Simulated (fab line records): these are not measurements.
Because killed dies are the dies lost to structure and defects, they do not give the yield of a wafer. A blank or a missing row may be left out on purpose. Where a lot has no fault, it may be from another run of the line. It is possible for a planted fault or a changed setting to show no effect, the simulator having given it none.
Chamber matching || flow n5 finfet || N5_BEOL_M9_STRIP_36 on rie diel-02: 4 sister chambers
The step strips in N2/H2. 18 wafers are shown with their chamber, then 9 later ones without.

## WAFERS, EACH WITH ITS CHAMBER
{"wafer": "L074.2", "chamber": 1, "showerhead plenum p Torr (Torr)": 2.45, "drypump motor current A (A)": 6.0, "oes product au (a.u.)": 0.77}
{"wafer": "L074.3", "chamber": 2, "showerhead plenum p Torr (Torr)": 2.63, "drypump motor current A (A)": 6.3, "oes product au (a.u.)": 0.71}
{"wafer": "L074.5", "chamber": 3, "showerhead plenum p Torr (Torr)": 2.50, "drypump motor current A (A)": 5.8, "oes product au (a.u.)": 0.72}
{"wafer": "L081.2", "chamber": 2, "showerhead plenum p Torr (Torr)": 2.63, "drypump motor current A (A)": 6.3, "oes product au (a.u.)": 0.71}
{"wafer": "L081.4", "chamber": 3, "showerhead plenum p Torr (Torr)": 2.50, "drypump motor current A (A)": 5.9, "oes product au (a.u.)": 0.71}
{"wafer": "L081.5", "chamber": 1, "showerhead plenum p Torr (Torr)": 2.44, "drypump motor current A (A)": 6.0, "oes product au (a.u.)": 0.76}
{"wafer": "L080.2", "chamber": 3, "showerhead plenum p Torr (Torr)": 2.50, "drypump motor current A (A)": 5.8, "oes product au (a.u.)": 0.70}
{"wafer": "L080.3", "chamber": 2, "showerhead plenum p Torr (Torr)": 2.63, "drypump motor current A (A)": 6.2, "oes product au (a.u.)": 0.71}
{"wafer": "L080.4", "chamber": 1, "showerhead plenum p Torr (Torr)": 2.44, "drypump motor current A (A)": 6.0, "oes product au (a.u.)": 0.76}
{"wafer": "L084.2", "chamber": 0, "showerhead plenum p Torr (Torr)": 2.50, "drypump motor current A (A)": 5.8, "oes product au (a.u.)": 0.73}
{"wafer": "L084.5", "chamber": 3, "showerhead plenum p Torr (Torr)": 2.50, "drypump motor current A (A)": 5.8, "oes product au (a.u.)": 0.69}
{"wafer": "L084.6", "chamber": 0, "showerhead plenum p Torr (Torr)": 2.50, "drypump motor current A (A)": 5.7, "oes product au (a.u.)": 0.73}
{"wafer": "L083.1", "chamber": 3, "showerhead plenum p Torr (Torr)": 2.50, "drypump motor current A (A)": 5.9, "oes product au (a.u.)": 0.70}
{"wafer": "L083.2", "chamber": 1, "showerhead plenum p Torr (Torr)": 2.44, "drypump motor current A (A)": 6.0, "oes product au (a.u.)": 0.76}
{"wafer": "L083.3", "chamber": 2, "showerhead plenum p Torr (Torr)": 2.62, "drypump motor current A (A)": 6.3, "oes product au (a.u.)": 0.71}
{"wafer": "L086.2", "chamber": 0, "showerhead plenum p Torr (Torr)": 2.50, "drypump motor current A (A)": 5.8, "oes product au (a.u.)": 0.71}
{"wafer": "L086.4", "chamber": 2, "showerhead plenum p Torr (Torr)": 2.62, "drypump motor current A (A)": 6.2, "oes product au (a.u.)": 0.70}
{"wafer": "L086.6", "chamber": 1, "showerhead plenum p Torr (Torr)": 2.44, "drypump motor current A (A)": 6.0, "oes product au (a.u.)": 0.76}

SIGNATURES (averages over the wafers above)
{"reading": "showerhead plenum p Torr", "chamber 0": 2.5000, "chamber 1": 2.4420, "chamber 2": 2.6260, "chamber 3": 2.5000, "scatter within a chamber": 0.00378}
{"reading": "drypump motor current A", "chamber 0": 5.767, "chamber 1": 6.000, "chamber 2": 6.260, "chamber 3": 5.840, "scatter within a chamber": 0.0468}
{"reading": "oes product au", "chamber 0": 0.7233, "chamber 1": 0.7620, "chamber 2": 0.7080, "chamber 3": 0.7040, "scatter within a chamber": 0.00822}
Rule: distance of a wafer from a chamber = root of the sum over the readings of ((wafer's reading minus chamber's mean) / reading's scatter) squared. If the next closest chamber is less than 2 further off than the closest, the wafer can't be placed; otherwise it belongs to the closest. The scatter is the square root of a quotient: the sum, over the shown wafers, of each reading's squared deviation from its chamber's mean, divided by wafers minus chambers.

## WAFERS WITH NO CHAMBER GIVEN
{"wafer": "L091.3", "showerhead plenum p Torr (Torr)": 2.62, "drypump motor current A (A)": 6.3, "oes product au (a.u.)": 0.69}
{"wafer": "L091.4", "showerhead plenum p Torr (Torr)": 2.49, "drypump motor current A (A)": 5.8, "oes product au (a.u.)": 0.71}
{"wafer": "L091.6", "showerhead plenum p Torr (Torr)": 2.61, "drypump motor current A (A)": 6.3, "oes product au (a.u.)": 0.69}
{"wafer": "L089.2", "showerhead plenum p Torr (Torr)": 2.61, "drypump motor current A (A)": 6.3, "oes product au (a.u.)": 0.70}
{"wafer": "L089.3", "showerhead plenum p Torr (Torr)": 2.43, "drypump motor current A (A)": 6.0, "oes product au (a.u.)": 0.75}
{"wafer": "L089.5", "showerhead plenum p Torr (Torr)": 2.61, "drypump motor current A (A)": 6.2, "oes product au (a.u.)": 0.68}
{"wafer": "L095.1", "showerhead plenum p Torr (Torr)": 2.43, "drypump motor current A (A)": 6.0, "oes product au (a.u.)": 0.73}
{"wafer": "L095.4", "showerhead plenum p Torr (Torr)": 2.43, "drypump motor current A (A)": 6.0, "oes product au (a.u.)": 0.73}
{"wafer": "L095.5", "showerhead plenum p Torr (Torr)": 2.49, "drypump motor current A (A)": 5.8, "oes product au (a.u.)": 0.70}

## THE CHAMBER EACH PASSED THROUGH
{"wafer": "L091.3", "from the rows above": 2, "in truth": 2}
{"wafer": "L091.4", "from the rows above": "can't be placed: 3 or 0", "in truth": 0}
{"wafer": "L091.6", "from the rows above": 2, "in truth": 2}
{"wafer": "L089.2", "from the rows above": 2, "in truth": 2}
{"wafer": "L089.3", "from the rows above": 1, "in truth": 1}
{"wafer": "L089.5", "from the rows above": 2, "in truth": 2}
{"wafer": "L095.1", "from the rows above": 1, "in truth": 1}
{"wafer": "L095.4", "from the rows above": 1, "in truth": 1}
{"wafer": "L095.5", "from the rows above": "can't be placed: 3 or 0", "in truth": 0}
7 of 9 placed correctly. From these rows, 2 cannot be placed; in 2 the true chamber is one of the candidates. 0 placed wrongly.
